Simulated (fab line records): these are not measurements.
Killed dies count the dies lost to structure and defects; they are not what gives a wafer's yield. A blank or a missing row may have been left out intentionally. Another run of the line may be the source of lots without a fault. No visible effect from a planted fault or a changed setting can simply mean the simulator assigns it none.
Problem report in the 8D (eight disciplines) form, filled by code + flow nand harc + the parts of the form that need people (team, actions taken, sign-off) are left out

1. WHAT IS WRONG
NHARC_A_CHANNEL_HOLE_D2_INSPECT_40, raw defect count: mean 585 over 1 wafer from 1 lot; wafers with no fault: 269, standard deviation 69. That puts it +4.6 standard deviations away from the usual mean.
First seen on wafer L643.4, day 22 11:50, on defect inspect-02. Wafers with a number at this step in the record: 36, from 12 lots. By rule, "out" or "out of limits" means more than 4 standard deviations away from the usual mean. The other wafers with a number count as sound.

2. WHAT IT IS, WHAT IT ISN'T
| question                    | is                | is not                                                              |
|-----------------------------|-------------------|---------------------------------------------------------------------|
| which readings at this step | raw defect count  | -                                                                   |
| which lots                  | L643              | L623, L624, L625, L626, L627, L631, L633, L634, L636, L641, L645    |
| which wafers of those lots  | L643.4            | L643.2, L643.6                                                      |
| read on which gauges        | defect inspect-02 | defect inspect-01                                                   |
| when                        | from day 22 11:50 | up to then (32 sound wafers); but 3 sound wafers of L645 came after |

3. THE SUSPECTS, EACH WITH WHAT RULES IT OUT
Counting: any tool at a process step up to the reading remains a suspect provided it ran every lot that is out. Sound lots after the first of them don't rule it out here, since some wafers of a struck lot are sound.
- the gauge at NHARC_A_CHANNEL_HOLE_D2_INSPECT_40: kept. All the wafers that are out were read on defect inspect-02, and no step on other tools shows them out.
- har etch-02 at NHARC_A_CHANNEL_HOLE_D2_ETCH_23 (etches the open film in C4F8/O2/Ar, time 819 s, target depth 1600 nm): kept. L643, the lot that is out, went through it at day 21 19:53; up to then, the latest sound lot through it was L634 at day 18 06:51.
- har etch-02 at NHARC_A_CHANNEL_HOLE_D2_ETCH_27 (etches the open film in C4F8/O2/Ar, time 90 s, target depth 400 nm): kept. L643, the lot that is out, went through it at day 22 10:07; up to then, the latest sound lot through it was L634 at day 18 09:19.
- wet bench-01 at NHARC_A_CHANNEL_HOLE_D2_PRECLEAN_29 (cleans in SC1): kept. L643, the lot that is out, went through it at day 22 11:31; up to then, the latest sound lot through it was L641 at day 20 23:34.
- wet bench-01, NHARC_A_CHANNEL_HOLE_D2_PRECLEAN_29: wafers that are out in chamber 4, sound lot-mates in chambers 0, 5.
Left after counting: har etch-02 at NHARC_A_CHANNEL_HOLE_D2_ETCH_23, har etch-02 at NHARC_A_CHANNEL_HOLE_D2_ETCH_27, wet bench-01 at NHARC_A_CHANNEL_HOLE_D2_PRECLEAN_29, defect inspect-02 at NHARC_A_CHANNEL_HOLE_D2_INSPECT_40.

4. THE CAUSE (what the simulator had put in)
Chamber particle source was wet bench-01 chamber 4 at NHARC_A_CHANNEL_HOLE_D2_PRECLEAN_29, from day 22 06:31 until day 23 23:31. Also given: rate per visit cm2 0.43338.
This tool is one of the 4 suspects left after counting.

5. SEQUENCE OF EFFECTS, ordered by route
Each row: a reading whose mean over the struck wafers that have a number lies more than 3 standard deviations from the usual. Scope: only readings with a usual standard deviation given in the record; hours: median across lots of the time from each lot's start at the first step in this table that gives one to its start at this step; sigmas: change in usual standard deviations.
| hours | step                               | reading          | usual | on struck wafers | change | sigmas |
|-------|------------------------------------|------------------|-------|------------------|--------|--------|
| 0     | NHARC_A_CHANNEL_HOLE_D2_INSPECT_40 | raw defect count | 269   | 585              | +316   | +4.6   |
At these later measuring or inspecting steps, every struck wafer for which the step has a row has a number for every such reading, and none has moved that far: NHARC_END_SORT_01.

6. HOW IT WOULD HAVE BEEN CAUGHT EARLIER
Counted from the fault's start at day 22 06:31, it took 5 hours until the first out-of-limits reading at a measuring or inspecting step in this record, taken at day 22 11:50.
Of the tool readings at NHARC_A_CHANNEL_HOLE_D2_PRECLEAN_29 for which the record gives a usual standard deviation, none was out on any struck wafer, so an alarm limit of 4 standard deviations on them would not have fired.
All the lots that are out (1) had begun NHARC_A_CHANNEL_HOLE_D2_PRECLEAN_29 on wet bench-01 by day 22 11:50. Tool hold at that time: it would have spared none of them.
